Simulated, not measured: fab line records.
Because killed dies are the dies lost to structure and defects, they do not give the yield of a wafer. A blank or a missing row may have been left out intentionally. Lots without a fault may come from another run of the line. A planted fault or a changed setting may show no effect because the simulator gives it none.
Split-lot experiment / flow n5 finfet / 39 wafers read from 7 lots, route of 1938 steps

## ON THE SPLIT
At N5_GATE_CUT_ETCH_58 (etches SiNx in CH3F/O2, target depth 17 nm, time 128.6 s), the setting target depth a was moved away from the recipe's 170 angstrom on 12 of the 39 wafers read, by -21.6% to +49.9%. This setting was run at the recipe's value on the other wafers.

The reading comes from the split's own step.

## THE READING
SiNx_of_SDB_ALD_29.thk nm (the simulator's own value, which no gauge read), in nm, at N5_GATE_CUT_ETCH_58 (etches SiNx in CH3F/O2, target depth 17 nm, time 128.6 s). No usual value for it is given in the file. Across the 27 wafers here that went through the recipe, the average is 24.6 nm and the standard deviation 0.11 nm.

wafer=L074.1; tool, chamber at the split=rie diel-02, 1; target depth a as run, angstrom=254.8; against the recipe=+49.9%; SiNx_of_SDB_ALD_29.thk nm, nm=23.2; against lot-mates on the recipe=-1.3
wafer=L074.2; tool, chamber at the split=rie diel-02, 3; target depth a as run, angstrom=170; against the recipe=recipe; SiNx_of_SDB_ALD_29.thk nm, nm=24.6; against lot-mates on the recipe=-
wafer=L074.3; tool, chamber at the split=rie diel-02, 0; target depth a as run, angstrom=170; against the recipe=recipe; SiNx_of_SDB_ALD_29.thk nm, nm=24.4; against lot-mates on the recipe=-
wafer=L074.4; tool, chamber at the split=rie diel-02, 2; target depth a as run, angstrom=254.8; against the recipe=+49.9%; SiNx_of_SDB_ALD_29.thk nm, nm=23.2; against lot-mates on the recipe=-1.3
wafer=L074.5; tool, chamber at the split=rie diel-02, 3; target depth a as run, angstrom=254.8; against the recipe=+49.9%; SiNx_of_SDB_ALD_29.thk nm, nm=23.2; against lot-mates on the recipe=-1.3
wafer=L074.6; tool, chamber at the split=rie diel-02, 0; target depth a as run, angstrom=170; against the recipe=recipe; SiNx_of_SDB_ALD_29.thk nm, nm=24.4; against lot-mates on the recipe=-
wafer=L077.1; tool, chamber at the split=rie diel-03, 1; target depth a as run, angstrom=170; against the recipe=recipe; SiNx_of_SDB_ALD_29.thk nm, nm=24.4; against lot-mates on the recipe=-
wafer=L077.2; tool, chamber at the split=rie diel-03, 0; target depth a as run, angstrom=133.3; against the recipe=-21.6%; SiNx_of_SDB_ALD_29.thk nm, nm=25.2; against lot-mates on the recipe=+0.7
wafer=L077.3; tool, chamber at the split=rie diel-03, 2; target depth a as run, angstrom=170; against the recipe=recipe; SiNx_of_SDB_ALD_29.thk nm, nm=24.4; against lot-mates on the recipe=-
wafer=L077.4; tool, chamber at the split=rie diel-03, 2; target depth a as run, angstrom=133.3; against the recipe=-21.6%; SiNx_of_SDB_ALD_29.thk nm, nm=25.2; against lot-mates on the recipe=+0.7
wafer=L077.5; tool, chamber at the split=rie diel-03, 1; target depth a as run, angstrom=170; against the recipe=recipe; SiNx_of_SDB_ALD_29.thk nm, nm=24.6; against lot-mates on the recipe=-
wafer=L077.6; tool, chamber at the split=rie diel-03, 0; target depth a as run, angstrom=133.3; against the recipe=-21.6%; SiNx_of_SDB_ALD_29.thk nm, nm=25.2; against lot-mates on the recipe=+0.7
wafer=L079.1; tool, chamber at the split=rie diel-01, 3; target depth a as run, angstrom=170; against the recipe=recipe; SiNx_of_SDB_ALD_29.thk nm, nm=24.6; against lot-mates on the recipe=-
wafer=L079.2; tool, chamber at the split=rie diel-01, 2; target depth a as run, angstrom=139.1; against the recipe=-18.2%; SiNx_of_SDB_ALD_29.thk nm, nm=25; against lot-mates on the recipe=+0.4
wafer=L079.3; tool, chamber at the split=rie diel-01, 1; target depth a as run, angstrom=139.1; against the recipe=-18.2%; SiNx_of_SDB_ALD_29.thk nm, nm=25; against lot-mates on the recipe=+0.4
wafer=L079.4; tool, chamber at the split=rie diel-01, 0; target depth a as run, angstrom=170; against the recipe=recipe; SiNx_of_SDB_ALD_29.thk nm, nm=24.6; against lot-mates on the recipe=-
wafer=L079.5; tool, chamber at the split=rie diel-01, 3; target depth a as run, angstrom=139.1; against the recipe=-18.2%; SiNx_of_SDB_ALD_29.thk nm, nm=25; against lot-mates on the recipe=+0.4
wafer=L079.6; tool, chamber at the split=rie diel-01, 0; target depth a as run, angstrom=170; against the recipe=recipe; SiNx_of_SDB_ALD_29.thk nm, nm=24.6; against lot-mates on the recipe=-
wafer=L081.1; tool, chamber at the split=rie diel-03, 3; target depth a as run, angstrom=170; against the recipe=recipe; SiNx_of_SDB_ALD_29.thk nm, nm=24.6; against lot-mates on the recipe=-
wafer=L081.2; tool, chamber at the split=rie diel-03, 1; target depth a as run, angstrom=170; against the recipe=recipe; SiNx_of_SDB_ALD_29.thk nm, nm=24.4; against lot-mates on the recipe=-
wafer=L081.3; tool, chamber at the split=rie diel-03, 0; target depth a as run, angstrom=170; against the recipe=recipe; SiNx_of_SDB_ALD_29.thk nm, nm=24.6; against lot-mates on the recipe=-
wafer=L081.4; tool, chamber at the split=rie diel-03, 2; target depth a as run, angstrom=170; against the recipe=recipe; SiNx_of_SDB_ALD_29.thk nm, nm=24.6; against lot-mates on the recipe=-
wafer=L081.5; tool, chamber at the split=rie diel-03, 2; target depth a as run, angstrom=170; against the recipe=recipe; SiNx_of_SDB_ALD_29.thk nm, nm=24.8; against lot-mates on the recipe=-
wafer=L081.6; tool, chamber at the split=rie diel-03, 3; target depth a as run, angstrom=170; against the recipe=recipe; SiNx_of_SDB_ALD_29.thk nm, nm=24.4; against lot-mates on the recipe=-
wafer=L083.2; tool, chamber at the split=rie diel-03, 2; target depth a as run, angstrom=170; against the recipe=recipe; SiNx_of_SDB_ALD_29.thk nm, nm=24.6; against lot-mates on the recipe=-
wafer=L083.5; tool, chamber at the split=rie diel-03, 3; target depth a as run, angstrom=170; against the recipe=recipe; SiNx_of_SDB_ALD_29.thk nm, nm=24.6; against lot-mates on the recipe=-
wafer=L083.6; tool, chamber at the split=rie diel-03, 0; target depth a as run, angstrom=170; against the recipe=recipe; SiNx_of_SDB_ALD_29.thk nm, nm=24.6; against lot-mates on the recipe=-
wafer=L088.1; tool, chamber at the split=rie diel-02, 0; target depth a as run, angstrom=170; against the recipe=recipe; SiNx_of_SDB_ALD_29.thk nm, nm=24.6; against lot-mates on the recipe=-
wafer=L088.2; tool, chamber at the split=rie diel-02, 1; target depth a as run, angstrom=170; against the recipe=recipe; SiNx_of_SDB_ALD_29.thk nm, nm=24.6; against lot-mates on the recipe=-
wafer=L088.3; tool, chamber at the split=rie diel-02, 2; target depth a as run, angstrom=170; against the recipe=recipe; SiNx_of_SDB_ALD_29.thk nm, nm=24.4; against lot-mates on the recipe=-
wafer=L088.4; tool, chamber at the split=rie diel-02, 3; target depth a as run, angstrom=170; against the recipe=recipe; SiNx_of_SDB_ALD_29.thk nm, nm=24.4; against lot-mates on the recipe=-
wafer=L088.5; tool, chamber at the split=rie diel-02, 1; target depth a as run, angstrom=170; against the recipe=recipe; SiNx_of_SDB_ALD_29.thk nm, nm=24.6; against lot-mates on the recipe=-
wafer=L088.6; tool, chamber at the split=rie diel-02, 2; target depth a as run, angstrom=170; against the recipe=recipe; SiNx_of_SDB_ALD_29.thk nm, nm=24.6; against lot-mates on the recipe=-
wafer=L090.1; tool, chamber at the split=rie diel-02, 0; target depth a as run, angstrom=170; against the recipe=recipe; SiNx_of_SDB_ALD_29.thk nm, nm=24.6; against lot-mates on the recipe=-
wafer=L090.2; tool, chamber at the split=rie diel-02, 3; target depth a as run, angstrom=241; against the recipe=+41.8%; SiNx_of_SDB_ALD_29.thk nm, nm=23.8; against lot-mates on the recipe=-0.9
wafer=L090.3; tool, chamber at the split=rie diel-02, 1; target depth a as run, angstrom=170; against the recipe=recipe; SiNx_of_SDB_ALD_29.thk nm, nm=24.6; against lot-mates on the recipe=-
wafer=L090.4; tool, chamber at the split=rie diel-02, 2; target depth a as run, angstrom=241; against the recipe=+41.8%; SiNx_of_SDB_ALD_29.thk nm, nm=23.4; against lot-mates on the recipe=-1.3
wafer=L090.5; tool, chamber at the split=rie diel-02, 3; target depth a as run, angstrom=241; against the recipe=+41.8%; SiNx_of_SDB_ALD_29.thk nm, nm=23.6; against lot-mates on the recipe=-1.1
wafer=L090.6; tool, chamber at the split=rie diel-02, 0; target depth a as run, angstrom=170; against the recipe=recipe; SiNx_of_SDB_ALD_29.thk nm, nm=24.8; against lot-mates on the recipe=-

THE FIT
A straight line over all 39 wafers: SiNx_of_SDB_ALD_29.thk nm changes by -0.0258 nm for each +1% of target depth a; r = -0.97; the points scatter about the line by 0.12 nm.
The same after taking each lot's own level away (the mean of its wafers on the recipe; 39 wafers): -0.0261 nm for each +1%; r = -0.98; scatter 0.11 nm.
Per that fit: largest target depth a move, reading shift of 1.3 nm.
The span of the lots' own levels, 24.47 to 24.67 nm, comes to 1.8 times the standard deviation stated above.
The two slopes are in agreement: the lot-to-lot level therefore moves the slope only a little.
Check: with one of the wafers moved furthest among these (+49.9%) left out of the fit, the line predicts -1.3 nm for it against its lot-mates. It came out at -1.27 nm against them.

## OTHER SPLITS APPLIED TO THESE WAFERS
These wafers also went through other splits before the reading. Each is held against what the fit with the lots' levels taken away leaves over:
other split on the same wafers=N5_PMOS_HMC_CHANNEL_EPI_DEVELOP_08 develop time s; wafers away from the commonest value=15; r with SiNx_of_SDB_ALD_29.thk nm (lot level and that fit taken away)=-0.06
other split on the same wafers=N5_FIN_SAQP_ETCH_65 time s; wafers away from the commonest value=18; r with SiNx_of_SDB_ALD_29.thk nm (lot level and that fit taken away)=-0.24
other split on the same wafers=N5_SD_EPI_P_EPI_21 time s; wafers away from the commonest value=18; r with SiNx_of_SDB_ALD_29.thk nm (lot level and that fit taken away)=-0.27

## THE WHOLE CHAIN: every reading that the file lists as answering this split, in the file's order
step=N5_GATE_CUT_ETCH_58; what it does=etches SiNx in CH3F/O2, target depth 17 nm, time 128.6 s; reading=etch.depth nm (the simulator's own value, which no gauge read); change (the file's fit)=+0.171 nm for each +1% of the setting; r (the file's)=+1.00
step=N5_GATE_CUT_ETCH_58; what it does=etches SiNx in CH3F/O2, target depth 17 nm, time 128.6 s; reading=SiNx_of_SDB_ALD_29.thk nm (the simulator's own value, which no gauge read); change (the file's fit)=-0.026 nm for each +1% of the setting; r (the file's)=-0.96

## THE FILE'S OWN FIT
SiNx_of_SDB_ALD_29.thk nm changes by -0.026 nm for each +1% of target depth a, r = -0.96.
